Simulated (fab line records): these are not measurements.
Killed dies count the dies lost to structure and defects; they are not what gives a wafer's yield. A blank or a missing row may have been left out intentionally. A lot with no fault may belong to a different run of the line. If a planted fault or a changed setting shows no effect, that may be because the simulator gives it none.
Which of the tools did it?    flow n5-finfet    Sampling: 24 lots, 72 wafers, 6 of 1938 route steps

## WHAT EACH GAUGE READ, for each wafer
N5_BEOL_M2_THK_MEAS_53: measures by xrf. Usual: for M2_THK the level is 40.6 nm and the standard deviation is 1.7.
lot   measured      on             M2_THK (nm)     flag
L074  day 6 21:31   film-metro-02  41.0 44.2 39.4  
L075  day 6 21:28   film-metro-01  39.6 41.1 39.7  
L076  day 7 05:08   film-metro-02  36.7 39.7 39.9  
L077  day 7 13:29   film-metro-02  40.5 37.7 41.5  
L078  day 7 18:32   film-metro-02  40.9 39.2 39.9  
L079  day 8 06:23   film-metro-02  39.8 37.7 39.9  
L080  day 8 13:14   film-metro-01  39.3 39.8 39.4  
L081  day 8 18:07   film-metro-02  38.9 39.2 39.1  
L082  day 8 19:32   film-metro-01  41.8 37.4 40.7  
L083  day 8 22:50   film-metro-02  38.0 39.7 37.4  
L084  day 9 02:35   film-metro-02  39.6 40.7 41.4  
L086  day 9 20:18   film-metro-02  40.4 40.8 38.6  
L085  day 10 01:15  film-metro-02  42.5 40.3 41.8  
L087  day 10 03:07  film-metro-01  38.4 43.0 41.1  
L088  day 10 08:43  film-metro-01  44.4 42.6 43.7  
L089  day 10 19:41  film-metro-01  41.6 41.7 42.9  
L090  day 10 22:49  film-metro-01  39.6 37.7 37.5  
L091  day 11 04:13  film-metro-01  40.4 39.4 42.4  
L093  day 11 19:41  film-metro-02  39.5 42.2 41.9  
L092  day 11 22:04  film-metro-02  41.7 42.9 40.0  
L094  day 12 07:25  film-metro-01  38.3 42.9 38.6  
L095  day 12 14:28  film-metro-02  41.6 40.6 43.1  
L096  day 13 05:31  film-metro-01  45.3 37.9 42.0  
L097  day 13 07:24  film-metro-02  41.8 39.2 43.4  

## WHICH TOOL RAN EACH LOT (tool, then ch and the chambers of the sampled wafers, then the start)
lot   N5_BEOL_M2_TRENCH_ETCH_37                      N5_BEOL_M2_SPUTTER_48         N5_BEOL_M2_ANNEAL_49          N5_BEOL_M2_ANNEAL_80          N5_BEOL_M2_ANNEAL_91
L074  rie-diel-06 ch 2,3, day 6 18:58 or earlier     pvd-sputter-01, day 6 18:58   pvd-sputter-01, day 6 19:02   pvd-sputter-01, day 6 19:16   pvd-sputter-01, day 6 20:08
L075  rie-diel-04 ch 0,1,3, day 6 18:38 or earlier   pvd-sputter-02, day 6 18:38   pvd-sputter-02, day 6 18:43   pvd-sputter-02, day 6 18:56   pvd-sputter-02, day 6 19:49
L076  rie-diel-04 ch 0,1,3, day 7 02:18 or earlier   pvd-sputter-02, day 7 02:18   pvd-sputter-02, day 7 02:23   pvd-sputter-02, day 7 02:36   pvd-sputter-02, day 7 03:29
L077  rie-diel-04 ch 1,2,3, day 7 10:56 or earlier   pvd-sputter-01, day 7 10:56   pvd-sputter-01, day 7 11:01   pvd-sputter-01, day 7 11:14   pvd-sputter-01, day 7 12:07
L078  rie-diel-04 ch 0,2,3, day 7 15:55 or earlier   pvd-sputter-02, day 7 15:55   pvd-sputter-02, day 7 15:59   pvd-sputter-02, day 7 16:13   pvd-sputter-02, day 7 17:05
L079  rie-diel-04 ch 0,2,3, day 8 03:50 or earlier   pvd-sputter-03, day 8 03:50   pvd-sputter-03, day 8 03:55   pvd-sputter-03, day 8 04:08   pvd-sputter-03, day 8 05:01
L080  rie-diel-04 ch 0,2, day 8 10:38 or earlier     pvd-sputter-03, day 8 10:38   pvd-sputter-03, day 8 10:43   pvd-sputter-03, day 8 10:56   pvd-sputter-03, day 8 11:49
L081  rie-diel-05 ch 0,2, day 8 15:34 or earlier     pvd-sputter-01, day 8 15:34   pvd-sputter-01, day 8 15:38   pvd-sputter-01, day 8 15:52   pvd-sputter-01, day 8 16:44
L082  rie-diel-06 ch 0,1,2, day 8 16:43 or earlier   pvd-sputter-02, day 8 16:43   pvd-sputter-02, day 8 16:48   pvd-sputter-02, day 8 17:01   pvd-sputter-02, day 8 17:54
L083  rie-diel-05 ch 0,2, day 8 20:17 or earlier     pvd-sputter-01, day 8 20:17   pvd-sputter-01, day 8 20:22   pvd-sputter-01, day 8 20:35   pvd-sputter-01, day 8 21:28
L084  rie-diel-04 ch 0,2,3, day 9 00:02 or earlier   pvd-sputter-01, day 9 00:02   pvd-sputter-01, day 9 00:07   pvd-sputter-01, day 9 00:20   pvd-sputter-01, day 9 01:13
L086  rie-diel-06 ch 1,2, day 9 17:45 or earlier     pvd-sputter-02, day 9 17:45   pvd-sputter-02, day 9 17:50   pvd-sputter-02, day 9 18:03   pvd-sputter-02, day 9 18:56
L085  rie-diel-04 ch 1,2,3, day 9 22:41 or earlier   pvd-sputter-03, day 9 22:41   pvd-sputter-03, day 9 22:46   pvd-sputter-03, day 9 22:59   pvd-sputter-03, day 9 23:52
L087  rie-diel-06 ch 1,2, day 10 00:34 or earlier    pvd-sputter-01, day 10 00:34  pvd-sputter-01, day 10 00:39  pvd-sputter-01, day 10 00:52  pvd-sputter-01, day 10 01:45
L088  rie-diel-05 ch 1,2, day 10 06:10 or earlier    pvd-sputter-01, day 10 06:10  pvd-sputter-01, day 10 06:15  pvd-sputter-01, day 10 06:28  pvd-sputter-01, day 10 07:21
L089  rie-diel-05 ch 0,2, day 10 17:08 or earlier    pvd-sputter-02, day 10 17:08  pvd-sputter-02, day 10 17:13  pvd-sputter-02, day 10 17:26  pvd-sputter-02, day 10 18:19
L090  rie-diel-04 ch 0,1,2, day 10 20:16 or earlier  pvd-sputter-03, day 10 20:16  pvd-sputter-03, day 10 20:21  pvd-sputter-03, day 10 20:34  pvd-sputter-03, day 10 21:27
L091  rie-diel-05 ch 1,2,3, day 11 01:38 or earlier  pvd-sputter-01, day 11 01:38  pvd-sputter-01, day 11 01:43  pvd-sputter-01, day 11 01:56  pvd-sputter-01, day 11 02:49
L093  rie-diel-05 ch 0,2, day 11 14:13 or earlier    pvd-sputter-03, day 11 14:13  pvd-sputter-03, day 11 14:18  pvd-sputter-03, day 11 17:26  pvd-sputter-03, day 11 18:19
L092  rie-diel-05 ch 0,2,3, day 11 19:26 or earlier  pvd-sputter-03, day 11 19:26  pvd-sputter-03, day 11 19:31  pvd-sputter-03, day 11 19:44  pvd-sputter-03, day 11 20:37
L094  rie-diel-04 ch 2,3, day 12 04:52 or earlier    pvd-sputter-01, day 12 04:52  pvd-sputter-01, day 12 04:56  pvd-sputter-01, day 12 05:10  pvd-sputter-01, day 12 06:02
L095  rie-diel-04 ch 2,3, day 12 11:55 or earlier    pvd-sputter-03, day 12 11:55  pvd-sputter-03, day 12 12:00  pvd-sputter-03, day 12 12:13  pvd-sputter-03, day 12 13:06
L096  rie-diel-06 ch 1,2, day 13 02:38 or earlier    pvd-sputter-01, day 13 02:38  pvd-sputter-01, day 13 02:43  pvd-sputter-01, day 13 02:56  pvd-sputter-01, day 13 03:49
L097  rie-diel-04 ch 0,3, day 13 04:51 or earlier    pvd-sputter-02, day 13 04:51  pvd-sputter-02, day 13 04:56  pvd-sputter-02, day 13 05:09  pvd-sputter-02, day 13 06:02
- N5_BEOL_M2_TRENCH_ETCH_37: etches SiOC in C4F6/O2, target depth 55.555 nm, time 29.2 s.
- N5_BEOL_M2_SPUTTER_48: material Cu, target thk 4.5 nm, time 8.29 s.
- N5_BEOL_M2_ANNEAL_49: time 240 s.
- N5_BEOL_M2_ANNEAL_80: time 240 s.
- N5_BEOL_M2_ANNEAL_91: time 240 s.

## WHAT THE TOOLS THEMSELVES READ (means of the sampled wafers that have a number; where no wafer has one, the mark that the record gives instead)
N5_BEOL_M2_TRENCH_ETCH_37. Usual: bias-w 185.0 W, standard deviation 0.58; drypump-motor-current-A 5.6 A, standard deviation 0.37; oes-product-au 0.78 a.u., standard deviation 0.1; rf-vpp-V 660 V, standard deviation 14; showerhead-plenum-p-Torr 2.82 Torr, standard deviation 0.11; throttle-valve-pct 20.74 %, standard deviation 0.23.
lot   tool         bias-w (W)  drypump-motor-current-A (A)  oes-product-au (a.u.)  rf-vpp-V (V)  showerhead-plenum-p-Torr (Torr)  throttle-valve-pct (%)  flag
L074  rie-diel-06  185.4       5.8                          0.79                   669           2.70                             20.66                   
L075  rie-diel-04  184.4       5.4                          0.78                   655           2.75                             20.57                   
L076  rie-diel-04  185.0       5.4                          0.77                   654           2.75                             20.57                   
L077  rie-diel-04  185.5       5.5                          0.79                   653           2.82                             20.60                   
L078  rie-diel-04  185.3       5.6                          0.77                   654           2.83                             20.77                   
L079  rie-diel-04  184.7       5.6                          0.77                   653           2.82                             20.77                   
L080  rie-diel-04  185.1       5.7                          0.71                   650           2.87                             20.91                   
L081  rie-diel-05  184.5       5.3                          0.69                   666           2.88                             20.96                   
L082  rie-diel-06  185.4       6.0                          0.69                   671           2.76                             21.02                   
L083  rie-diel-05  185.2       5.5                          0.69                   671           2.79                             21.05                   
L084  rie-diel-04  185.4       5.6                          0.76                   653           2.82                             20.78                   
L086  rie-diel-06  184.7       5.6                          0.70                   681           2.70                             20.86                   
L085  rie-diel-04  184.5       5.4                          0.76                   653           2.81                             20.62                   
L087  rie-diel-06  185.2       5.6                          0.69                   680           2.70                             20.88                   
L088  rie-diel-05  184.7       5.8                          0.79                   658           2.85                             20.71                   
L089  rie-diel-05  184.5       5.5                          0.87                   678           3.01                             20.77                   
L090  rie-diel-04  185.7       5.5                          0.79                   656           2.89                             20.64                   
L091  rie-diel-05  184.8       5.6                          0.83                   652           2.85                             20.84                   
L093  rie-diel-05  184.6       5.5                          0.85                   679           3.01                             20.80                   
L092  rie-diel-05  185.5       5.5                          0.86                   663           2.94                             20.86                   
L094  rie-diel-04  185.3       5.6                          0.75                   652           2.88                             20.87                   
L095  rie-diel-04  185.0       5.5                          0.79                   654           2.83                             20.73                   
L096  rie-diel-06  184.7       5.8                          0.86                   674           2.73                             20.73                   
L097  rie-diel-04  184.8       5.4                          0.85                   659           2.88                             20.60                   

N5_BEOL_M2_SPUTTER_48. Usual: 29.8 % for throttle-valve-pct, sd 0.95.
lot   tool            throttle-valve-pct (%)  flag
L074  pvd-sputter-01  29.3                    
L075  pvd-sputter-02  28.8                    
L076  pvd-sputter-02  29.8                    
L077  pvd-sputter-01  29.7                    
L078  pvd-sputter-02  28.9                    
L079  pvd-sputter-03  30.6                    
L080  pvd-sputter-03  30.2                    
L081  pvd-sputter-01  30.0                    
L082  pvd-sputter-02  28.9                    
L083  pvd-sputter-01  29.7                    
L084  pvd-sputter-01  30.2                    
L086  pvd-sputter-02  29.7                    
L085  pvd-sputter-03  30.6                    
L087  pvd-sputter-01  29.9                    
L088  pvd-sputter-01  30.4                    
L089  pvd-sputter-02  28.9                    
L090  pvd-sputter-03  29.8                    
L091  pvd-sputter-01  29.3                    
L093  pvd-sputter-03  30.6                    
L092  pvd-sputter-03  29.8                    
L094  pvd-sputter-01  30.0                    
L095  pvd-sputter-03  30.2                    
L096  pvd-sputter-01  29.5                    
L097  pvd-sputter-02  29.9                    

N5_BEOL_M2_ANNEAL_49. Usual: 815 W for heater-power-w, sd 74.
lot   tool            heater-power-w (W)  flag
L074  pvd-sputter-01  747                 
L075  pvd-sputter-02  884                 
L076  pvd-sputter-02  867                 
L077  pvd-sputter-01  785                 
L078  pvd-sputter-02  946                 
L079  pvd-sputter-03  796                 
L080  pvd-sputter-03  753                 
L081  pvd-sputter-01  809                 
L082  pvd-sputter-02  928                 
L083  pvd-sputter-01  795                 
L084  pvd-sputter-01  749                 
L086  pvd-sputter-02  834                 
L085  pvd-sputter-03  789                 
L087  pvd-sputter-01  755                 
L088  pvd-sputter-01  819                 
L089  pvd-sputter-02  937                 
L090  pvd-sputter-03  801                 
L091  pvd-sputter-01  784                 
L093  pvd-sputter-03  874                 
L092  pvd-sputter-03  796                 
L094  pvd-sputter-01  794                 
L095  pvd-sputter-03  842                 
L096  pvd-sputter-01  751                 
L097  pvd-sputter-02  875                 

N5_BEOL_M2_ANNEAL_80. Usual: 817 W for heater-power-w, sd 72.
lot   tool            heater-power-w (W)  flag
L074  pvd-sputter-01  733                 
L075  pvd-sputter-02  879                 
L076  pvd-sputter-02  877                 
L077  pvd-sputter-01  798                 
L078  pvd-sputter-02  924                 
L079  pvd-sputter-03  804                 
L080  pvd-sputter-03  766                 
L081  pvd-sputter-01  805                 
L082  pvd-sputter-02  941                 
L083  pvd-sputter-01  793                 
L084  pvd-sputter-01  750                 
L086  pvd-sputter-02  829                 
L085  pvd-sputter-03  797                 
L087  pvd-sputter-01  762                 
L088  pvd-sputter-01  815                 
L089  pvd-sputter-02  936                 
L090  pvd-sputter-03  809                 
L091  pvd-sputter-01  773                 
L093  pvd-sputter-03  875                 
L092  pvd-sputter-03  801                 
L094  pvd-sputter-01  805                 
L095  pvd-sputter-03  821                 
L096  pvd-sputter-01  741                 
L097  pvd-sputter-02  879                 

N5_BEOL_M2_ANNEAL_91. Usual: 819 W for heater-power-w, sd 73.
lot   tool            heater-power-w (W)  flag
L074  pvd-sputter-01  740                 
L075  pvd-sputter-02  885                 
L076  pvd-sputter-02  888                 
L077  pvd-sputter-01  793                 
L078  pvd-sputter-02  927                 
L079  pvd-sputter-03  813                 
L080  pvd-sputter-03  767                 
L081  pvd-sputter-01  815                 
L082  pvd-sputter-02  928                 
L083  pvd-sputter-01  778                 
L084  pvd-sputter-01  764                 
L086  pvd-sputter-02  839                 
L085  pvd-sputter-03  797                 
L087  pvd-sputter-01  756                 
L088  pvd-sputter-01  834                 
L089  pvd-sputter-02  932                 
L090  pvd-sputter-03  804                 
L091  pvd-sputter-01  777                 
L093  pvd-sputter-03  874                 
L092  pvd-sputter-03  805                 
L094  pvd-sputter-01  813                 
L095  pvd-sputter-03  834                 
L096  pvd-sputter-01  738                 
L097  pvd-sputter-02  887                 

## THE ANSWER, worked out from the rows above alone
Rule: a lot counts as off when the mean over its wafers that have a number is more than 3 standard deviations away from the usual mean. A lot without any number at a reading at which 4 lots or more have one is off too. All remaining lots with rows at the step are treated as sound. Order of review: gauges by route order, followed by the tools' own readings, for which a lot's mean as printed above is used. The first step at which some lot is off is used, and at that step the reading that is off furthest; a lot without a number counts as furthest.
No lot is off at any reading shown: from this, nothing can be told.

## WHAT THE SIMULATOR PUT IN
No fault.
